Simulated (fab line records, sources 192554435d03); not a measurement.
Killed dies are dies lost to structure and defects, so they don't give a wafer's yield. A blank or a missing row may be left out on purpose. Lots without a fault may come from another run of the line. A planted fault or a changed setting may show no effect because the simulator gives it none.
Chamber matching | flow n5_finfet | N5_HKMG_FIN_STRIP_92 on rie_diel-01: 4 sister chambers
The step strips SOC in N2/H2, time 20 s. 16 wafers are shown with their chamber, then 8 later ones without.

WAFERS WITH THEIR CHAMBER
wafer  | chamber | showerhead_plenum_p_Torr (Torr) | drypump_motor_current_A (A) | throttle_valve_pct (%)
L075.3 | 0       | 3.44                            | 6.3                         | 19.0
L075.5 | 1       | 3.57                            | 5.8                         | 19.0
L075.6 | 2       | 3.38                            | 5.1                         | 20.0
L076.1 | 0       | 3.44                            | 6.2                         | 19.0
L076.4 | 2       | 3.38                            | 5.1                         | 20.0
L076.5 | 0       | 3.44                            | 6.2                         | 19.0
L077.1 | 3       | 3.21                            | 5.1                         | 18.7
L077.4 | 1       | 3.57                            | 5.8                         | 19.0
L077.5 | 3       | 3.21                            | 5.1                         | 18.7
L078.1 | 1       | 3.57                            | 5.8                         | 19.1
L078.3 | 0       | 3.44                            | 6.3                         | 19.0
L078.6 | 0       | 3.44                            | 6.3                         | 19.0
L081.2 | 1       | 3.56                            | 5.8                         | 19.1
L081.3 | 0       | 3.43                            | 6.2                         | 19.0
L081.4 | 3       | 3.21                            | 5.1                         | 18.7
L087.1 | 0       | 3.43                            | 6.2                         | 19.0

SIGNATURES (means of the wafers above)
reading                  | chamber 0 | chamber 1 | chamber 2 | chamber 3 | scatter within a chamber
showerhead_plenum_p_Torr | 3.4371    | 3.5675    | 3.3800    | 3.2100    | 0.00426
drypump_motor_current_A  | 6.243     | 5.800     | 5.100     | 5.100     | 0.0378
throttle_valve_pct       | 19.000    | 19.050    | 20.000    | 18.700    | 0.0289
Rule: a wafer's distance from a chamber is the root of the sum, over the readings, of the square of ((its reading less the chamber's mean) divided by the reading's scatter). The wafer belongs to the nearest chamber; if the next one is less than 2 further off, it can't be placed. The scatter: the root of (the sum of the squares of (reading less its chamber's mean) over the shown wafers, divided by (wafers less chambers)).

WAFERS WITHOUT THEIR CHAMBER
wafer  | showerhead_plenum_p_Torr (Torr) | drypump_motor_current_A (A) | throttle_valve_pct (%)
L087.2 | 3.37                            | 5.1                         | 20.0
L087.4 | 3.20                            | 5.1                         | 18.7
L088.1 | 3.42                            | 6.2                         | 19.0
L088.2 | 3.37                            | 5.1                         | 20.0
L088.6 | 3.37                            | 5.2                         | 20.0
L089.1 | 3.42                            | 6.3                         | 19.0
L089.2 | 3.20                            | 5.1                         | 18.7
L089.6 | 3.42                            | 6.3                         | 19.0

WHICH CHAMBER EACH WENT THROUGH
wafer  | from the rows above | in truth
L087.2 | 2                   | 2
L087.4 | 3                   | 3
L088.1 | 0                   | 0
L088.2 | 2                   | 2
L088.6 | 2                   | 2
L089.1 | 0                   | 0
L089.2 | 3                   | 3
L089.6 | 0                   | 0
Placed correctly: 8 of 8. Can't be placed from these rows: 0. Placed wrongly: 0.
